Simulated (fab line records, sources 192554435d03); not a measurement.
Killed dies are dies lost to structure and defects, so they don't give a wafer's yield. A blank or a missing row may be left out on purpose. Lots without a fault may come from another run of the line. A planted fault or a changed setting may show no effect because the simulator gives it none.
A struck lot beside a sound one | flow n5_finfet | 25 steps out of a route of 1938
Sound: wafers L175.1, L175.4, L175.5. Struck: wafers L191.3, L191.5, L191.6. The cause comes at the end.
At each step with rows: each side's tool, then ch and its chambers, then its first start. Under that, the readings that differ: sound wafers | struck wafers | difference of the means | sigmas: that difference in standard deviations of wafers without a fault.
alike: readings whose means differ by less than 2 such deviations, and words and numbers that are the same on both sides. not compared: withheld readings, readings that some wafer has no value for, bounds like >300 that may hide the same value, and numbers for which the record gives no deviation and whose values overlap.
The two part at a step that has a row with sigmas, a row that says differs or no value, or rows on one side only. Numbers that don't overlap but have no deviation are shown without sigmas and don't part them. A reading that every wafer of one side lacks parts them only if that side has two wafers or more.

first, 8 steps without rows for these wafers: N5_BEOL_M8_DEVELOP_10 (develop time 30 s); N5_BEOL_M8_DESCUM_16 (chemistry O2, time 7.9 s); N5_BEOL_M8_ETCH_61 (etches SiARC in CF4, target depth 45.5 nm, time 75.8 s); N5_BEOL_M8_ETCH_62 (etches SOC in N2/H2, target depth 110 nm, overetch 22 nm, time 165 s); N5_BEOL_M8_STRIP_68 (strips in N2/H2); N5_BEOL_M8_STRIP_67 (strips in CF4); N5_BEOL_M8_HM_OPEN_17 (chemistry Cl2/BCl3, target TiN, target depth 20 nm, overetch 6 nm); N5_BEOL_M8_STRIP_19 (strips in O2).
N5_BEOL_M8_COAT_63: time 60 s, resist thk 60 nm.
  sound on litho_track-02 ch 0, day 9 10:44; struck on litho_track-02 ch 0, day 13 19:58
  reading                                  | sound                | struck               | difference | sigmas
  spin_speed_rpm (rpm)                     | 1499.6 1499.7 1498.7 | 1179.2 1179.1 1181.7 | -319.3     | -99 or more
  model.SOC_of_BEOL_M8_COAT_63.thk_nm (nm) | 60.4 60.6 60.4       | 67.8 67.8 68         | +7.4       |
  alike: plate_temp_C
then, 11 steps without rows for these wafers: N5_BEOL_M8_COAT_64 (time 60 s, resist thk 12 nm); N5_BEOL_M8_COAT_71 (time 60 s, resist thk 5 nm); N5_BEOL_M8_COAT_22 (resist thk 30 nm); N5_BEOL_M8_EBR_24; N5_BEOL_M8_SOFTBAKE_23 (time 60 s); N5_BEOL_M8_EXPOSE_25 (exposes mask V7, target cd 40 nm); N5_BEOL_M8_PEB_26 (peb time 60 s); N5_BEOL_M8_DEVELOP_27 (develop time 30 s); N5_BEOL_M8_DESCUM_33 (chemistry O2, time 7 s); N5_BEOL_M8_ETCH_72 (etches underlayer in N2/H2, target depth 6.5 nm, time 5.2 s); N5_BEOL_M8_ETCH_65 (etches SiARC in CF4, target depth 15.6 nm, time 26 s).
N5_BEOL_M8_ETCH_66: etches SOC in N2/H2, target depth 80 nm, overetch 16 nm, time 120 s.
  sound on rie_diel-03 ch 0,2,3, day 9 11:13; struck on rie_diel-02 ch 1,2, day 13 20:49
  reading                  | sound            | struck            | difference | sigmas
  model.etch.depth_nm (nm) | 60.4 60.52 60.47 | 67.88 67.81 67.91 | +7.40      |
  alike: drypump_motor_current_A, oes_product_au, rf_vpp_V, showerhead_plenum_p_Torr, throttle_valve_pct
  not compared: rf_hours_counter_h
then, 2 steps without rows for these wafers: N5_BEOL_M8_STRIP_69 (strips in N2/H2); N5_BEOL_M8_STRIP_73 (strips in N2/H2).
N5_BEOL_M8_VIA_ETCH_34: etches SiCOH lowk in C4F6/O2, target depth 125.5 nm, time 50.5 s.
  sound on rie_diel-03 ch 0,2,3, day 9 11:19; struck on rie_diel-02 ch 1,2, day 13 20:55
  reading                                  | sound          | struck         | difference | sigmas
  model.SOC_of_BEOL_M8_COAT_63.thk_nm (nm) | 54.4 54.2 54.4 | 61.6 61.4 61.8 | +7.3       |
  alike: drypump_motor_current_A, oes_product_au, rf_vpp_V, showerhead_plenum_p_Torr, throttle_valve_pct
  not compared: rf_hours_counter_h
then, 1 step without rows for these wafers: N5_BEOL_M8_STRIP_76 (strips in C4F6/O2).

WHERE THEY PART
Only at N5_BEOL_M8_COAT_63, within this record. Later steps at which nothing parts them and some readings are alike: N5_BEOL_M8_ETCH_66, N5_BEOL_M8_VIA_ETCH_34.

WHY: what the simulator had put in
Process parameter drift: litho_track-02, from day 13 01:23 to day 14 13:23, at N5_BEOL_M8_COAT_63. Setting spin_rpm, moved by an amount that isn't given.
